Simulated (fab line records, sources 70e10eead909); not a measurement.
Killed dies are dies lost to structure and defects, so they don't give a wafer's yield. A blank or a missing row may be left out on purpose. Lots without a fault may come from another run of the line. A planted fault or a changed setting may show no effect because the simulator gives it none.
Chamber matching | flow nand_harc | NHARC_P_CONTACT_CMP_24 on cmp-04: 4 sister chambers
The step polishes, t overpolish 30 s, target thk 200 nm. 16 wafers are shown with their chamber, then 8 later ones without.

WAFERS WITH THEIR CHAMBER
wafer  | chamber | motor_current_A (A) | time_to_endpoint_s (s) | overpolish_run_s (s)
L076.1 | 3       | 11.6                | 39                     | 29.987
L076.4 | 2       | 13.5                | 39                     | 29.999
L076.5 | 0       | 12.1                | 46                     | 30.005
L080.1 | 1       | 11.7                | 42                     | 29.990
L080.2 | 2       | 15.5                | 35                     | 29.997
L080.6 | 2       | 13.9                | 35                     | 29.999
L084.1 | 3       | 11.3                | 33                     | 30.003
L084.4 | 1       | 11.4                | 42                     | 30.007
L084.5 | 1       | 11.5                | 39                     | 30.019
L085.2 | 1       | 12.1                | 43                     | 29.986
L085.3 | 3       | 10.6                | 35                     | 30.001
L085.6 | 0       | 12.4                | 44                     | 29.993
L086.1 | 0       | 12.4                | 45                     | 29.989
L086.3 | 2       | 13.6                | 39                     | 29.998
L086.4 | 3       | 11.1                | 36                     | 29.998
L089.2 | 2       | 14.4                | 42                     | 29.994

SIGNATURES (means of the wafers above)
reading            | chamber 0 | chamber 1 | chamber 2 | chamber 3 | scatter within a chamber
motor_current_A    | 12.300    | 11.675    | 14.180    | 11.150    | 0.544
time_to_endpoint_s | 45.00     | 41.50     | 38.00     | 35.75     | 2.34
overpolish_run_s   | 29.99567  | 30.00050  | 29.99740  | 29.99725  | 0.00919
Rule: a wafer's distance from a chamber is the root of the sum, over the readings, of the square of ((its reading less the chamber's mean) divided by the reading's scatter). The wafer belongs to the nearest chamber; if the next one is less than 2 further off, it can't be placed. The scatter: the root of (the sum of the squares of (reading less its chamber's mean) over the shown wafers, divided by (wafers less chambers)).

WAFERS WITHOUT THEIR CHAMBER
wafer  | motor_current_A (A) | time_to_endpoint_s (s) | overpolish_run_s (s)
L089.4 | 11.6                | 41                     | 30.008
L089.5 | 13.4                | 40                     | 30.023
L091.2 | 12.5                | 42                     | 30.001
L091.3 | 14.3                | 37                     | 29.984
L091.4 | 12.2                | 42                     | 29.984
L095.1 | 11.3                | 33                     | 29.993
L095.2 | 12.6                | 44                     | 29.995
L095.6 | 12.3                | 41                     | 30.013

WHICH CHAMBER EACH WENT THROUGH
wafer  | from the rows above          | in truth
L089.4 | can't be placed: 1 or 0 or 3 | 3
L089.5 | can't be placed: 2 or 1 or 0 | 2
L091.2 | can't be placed: 0 or 1      | 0
L091.3 | 2                            | 2
L091.4 | can't be placed: 0 or 1 or 3 | 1
L095.1 | 3                            | 3
L095.2 | can't be placed: 0 or 1      | 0
L095.6 | can't be placed: 1 or 0 or 3 | 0
Placed correctly: 2 of 8. Can't be placed from these rows: 6 (the true chamber is among the candidates in 6). Placed wrongly: 0.
